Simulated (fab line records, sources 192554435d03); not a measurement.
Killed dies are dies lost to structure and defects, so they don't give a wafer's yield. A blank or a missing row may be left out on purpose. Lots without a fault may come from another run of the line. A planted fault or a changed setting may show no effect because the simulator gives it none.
A struck lot beside a sound one | flow n5_finfet | 43 steps out of a route of 1938
Sound: wafers L616.3, L616.4, L616.6. Struck: wafer L622.2. (L622.5, L622.6 of the same lot were not struck and are left out.) The cause comes at the end.
At each step with rows: each side's tool, then ch and its chambers, then its first start. Under that, the readings that differ: sound wafers | struck wafers | difference of the means | sigmas: that difference in standard deviations of wafers without a fault.
alike: readings whose means differ by less than 2 such deviations, and words and numbers that are the same on both sides. not compared: withheld readings, readings that some wafer has no value for, bounds like >300 that may hide the same value, and numbers for which the record gives no deviation and whose values overlap.
The two part at a step that has a row with sigmas, a row that says differs or no value, or rows on one side only. Numbers that don't overlap but have no deviation are shown without sigmas and don't part them. A reading that every wafer of one side lacks parts them only if that side has two wafers or more.

first, 1 step without rows for these wafers: N5_SD_EPI_P_STRIP_38 (strips in N2/H2).
N5_SD_EPI_P_ETCHBACK_46: etches SiNx in CH3F/O2, stops on SiO2, target depth 17.5 nm.
  sound on rie_diel-05 ch 0,2,3, day 4 21:55; struck on rie_diel-05 ch 0, day 6 06:57
  alike: drypump_motor_current_A, oes_product_au, rf_vpp_V, showerhead_plenum_p_Torr, throttle_valve_pct
  not compared: rf_hours_counter_h
then, 3 steps without rows for these wafers: N5_SD_EPI_P_ETCH_47 (etches SiOCN in CH3F/O2, target depth 25 nm); N5_SD_EPI_P_ETCH_16 (etches SiO2 in CHF3/O2, target depth 5 nm); N5_SD_EPI_P_STRIP_50 (strips in CHF3/O2).
N5_SD_EPI_P_SD_RECESS_17: chemistry HBr/Cl2/O2, target depth 39.1 nm, bt time 3 s.
  sound on rie_si-04 ch 1,3, day 4 22:11; struck on rie_si-04 ch 1, day 6 07:14
  alike: drypump_motor_current_A, mfc_cl2_sccm, oes_product_au, throttle_valve_pct
  not compared: rf_hours_counter_h
then, 6 steps without rows for these wafers: N5_SD_EPI_P_WET_ETCH_45 (etches SiO2 in dHF, time 10.7 s, target depth 2 nm, rinse time 30 s); N5_SD_EPI_P_STRIP_40 (strips in N2/H2); N5_SD_EPI_P_PRECLEAN_52 (cleans in O3/DIW, time 60 s); N5_SD_EPI_P_SRD_20 (time 30 s); N5_SD_EPI_P_PRECLEAN_51 (cleans in NF3:NH3, afs cycles 1, time 20 s, sublimation time 60 s); N5_SD_EPI_P_VAPOR_ETCH_44 (etches SiGe30 in NF3/Ar, time 3.3 s).
N5_SD_EPI_P_EPI_21: deposits SiGe:B, time 355 s.
  sound on epi_rpcvd-03 ch 0, day 4 23:34; struck on epi_rpcvd-03 ch 0, day 6 08:16
  reading                                     | sound          | struck | difference | sigmas
  epi_growth_time_s (s)                       | 355 355 355    | 502.32 | +147.32    |
  model.SiGe-B_of_SD_EPI_P_EPI_21.thk_nm (nm) | 60.4 61.6 61.6 | 77.4   | +16.2      |
N5_SD_EPI_P_EPI_MEAS_23:
  sound on film_metro-02, day 5 01:03; struck on film_metro-01, day 6 10:07
  reading     | sound          | struck | difference | sigmas
  thk_nm (nm) | 61.7 63.6 59.7 | 77.6   | +15.9      | +13
then, 6 steps without rows for these wafers: N5_SD_EPI_P_HM_STRIP_48 (strips SiNx in H3PO4, material SiNx, target depth 3 nm); N5_SD_EPI_P_SRD_49 (time 30 s); N5_SD_EPI_P_PRECLEAN_24 (cleans in O3/DIW, time 45 s); N5_SD_EPI_P_PRECLEAN_32 (cleans in dHF, time 10 s); N5_SD_EPI_P_PRECLEAN_33 (cleans in SC2, time 45 s); N5_SD_EPI_P_SRD_25 (time 30 s).
N5_SD_EPI_P_INSPECT_26: inspects for defects (darkfield).
  sound on defect_inspect-02, day 5 01:13; struck on defect_inspect-02, day 6 10:17
  reading          | sound       | struck | difference | sigmas
  raw_defect_count | 163 165 159 | 261    | +99        | +3
then, 2 steps without rows for these wafers: N5_SD_ACTIVATION_RTA_00 (time 0 s); N5_SD_ACTIVATION_LSA_01 (time 0.0008 s).
N5_SD_ACTIVATION_RS_MEAS_03: measures by four-point-probe.
  sound on film_metro-02, day 5 01:49; struck on film_metro-01, day 6 11:17
  reading          | sound          | struck | difference | sigmas
  RS_SD_P (ohm/sq) | 56.8 55.2 55.8 | 44.0   | -11.9      | -13
  alike: RS_SD_N
N5_SD_ACTIVATION_INSPECT_02: inspects for defects (darkfield).
  sound on defect_inspect-01, day 5 02:07; struck on defect_inspect-02, day 6 11:36
  reading          | sound       | struck | difference | sigmas
  raw_defect_count | 149 148 139 | 253    | +108       | +3
N5_ILD0_LINER_00: material SiNx, target thk 4 nm, pulse time 1 s, purge time 2 s.
  sound on ald_sin-04 ch 0,1,2, day 5 02:31; struck on ald_sin-02 ch 1, day 6 11:38
  alike: heater_power_w, precursor_pulse_height_rel
then, 3 steps without rows for these wafers: N5_ILD0_FCVD_FILL_01 (material SiO2 flowable, target thk 200 nm, time 328.3 s); N5_ILD0_CURE_02 (time 1800 s); N5_ILD0_CMP_03 (polishes, stops on SiNx, t overpolish 1.9 s, target thk 197.38 nm).
N5_ILD0_THK_MEAS_04:
  sound on film_metro-02, day 5 05:11; struck on film_metro-01, day 6 14:18
  alike: thk_nm
then, 1 step without rows for these wafers: N5_ILD0_CMP_07 (polishes SiO2 flowable, stops on poly-Si, t overpolish 1.18 s, target thk 138.88 nm).
N5_ILD0_THK_MEAS_08:
  sound on film_metro-01, day 5 05:31; struck on film_metro-01, day 6 14:37
  alike: thk_nm
then, 2 steps without rows for these wafers: N5_ILD0_PRECLEAN_10 (cleans in NF3:NH3, afs cycles 5, time 20 s, sublimation time 60 s); N5_ILD0_ALD_15 (deposits SiNx, target thk 24 nm, pulse time 1 s, ald cycles 480).
N5_ILD0_CMP_12: polishes SiNx, stops on poly-Si, t overpolish 6 s, target thk 17.67 nm.
  sound on cmp-03 ch 1,2,3, day 5 08:28; struck on cmp-04 ch 2, day 6 17:33
  alike: motor_current_A, overpolish_run_s, retaining_ring_pressure_frac, time_to_endpoint_s
N5_ILD0_THK_MEAS_13:
  sound on film_metro-01, day 5 08:44; struck on film_metro-02, day 6 17:51
  reading     | sound          | struck | difference | sigmas
  thk_nm (nm) | 18.9 19.2 18.6 | 17.0   | -1.9       | -2
N5_ILD0_INSPECT_06: inspects for defects (darkfield).
  sound on defect_inspect-02, day 5 08:45; struck on defect_inspect-02, day 6 17:52
  alike: raw_defect_count
N5_SDB_HM_DEP_00: deposits SiNx from SiH4/NH3/N2, target thk 40 nm, time 35.3 s.
  sound on pecvd-03 ch 0,1,2, day 5 08:47; struck on pecvd-02 ch 0, day 6 17:55
  alike: heater_power_w, showerhead_plenum_p_Torr, throttle_valve_pct
then, 3 steps without rows for these wafers: N5_SDB_COAT_03 (time 60 s, resist thk 100 nm); N5_SDB_COAT_04 (time 60 s, resist thk 18 nm); N5_SDB_COAT_05 (resist thk 90 nm).
N5_MOL_CONTACT_COAG_ETCH_110: etches Si in CF4/O2, target depth 2.5 nm, time 8 s.
  sound on rie_diel-01 ch 0,1,3, day 6 07:04; struck on rie_diel-03 ch 3, day 7 16:13
  reading                                     | sound          | struck | difference | sigmas
  model.SiGe-B_of_SD_EPI_P_EPI_21.thk_nm (nm) | 57.4 58.8 58.6 | 73.8   | +15.5      |
  alike: drypump_motor_current_A, oes_product_au, rf_vpp_V, showerhead_plenum_p_Torr, throttle_valve_pct
  not compared: rf_hours_counter_h
-- the record jumps here: 5 days lie between the struck wafers' starts before and after (it left off in module MOL_CONTACT_COAG and takes up again in module BEOL_M4, whose first step shown is number 1111 of the route) --
N5_BEOL_M4_RC_MEAS_101:
  sound on prober-01 ch 0, day 10 19:11; struck on prober-01 ch 0, day 12 05:35
  reading          | sound             | struck | difference | sigmas
  IOFF_N (nA/um)   | 0.146 0.146 0.124 | 0.183  | +0.044     | +2
  IOFF_P (nA/um)   | 0.19 0.20 0.17    | 0.29   | +0.10      | +3
  ION_N (uA/um)    | 670 669 661       | 688    | +21        | +2
  ION_P (uA/um)    | 451 463 453       | 482    | +26        | +3
  RS_SD_P (ohm/sq) | 66.6 64.8 65.3    | 51.3   | -14.3      | -13
  VT_N (mV)        | 251.1 251.2 254.5 | 245.6  | -6.7       | -3
  VT_P (mV)        | -256 -251 -253    | -242   | +11        | +4
  alike: DIBL_N, DIBL_P, SS_N, SS_P

WHERE THEY PART
First at N5_SD_EPI_P_EPI_MEAS_23; last, within this record, at N5_BEOL_M4_RC_MEAS_101.

WHY: what the simulator had put in
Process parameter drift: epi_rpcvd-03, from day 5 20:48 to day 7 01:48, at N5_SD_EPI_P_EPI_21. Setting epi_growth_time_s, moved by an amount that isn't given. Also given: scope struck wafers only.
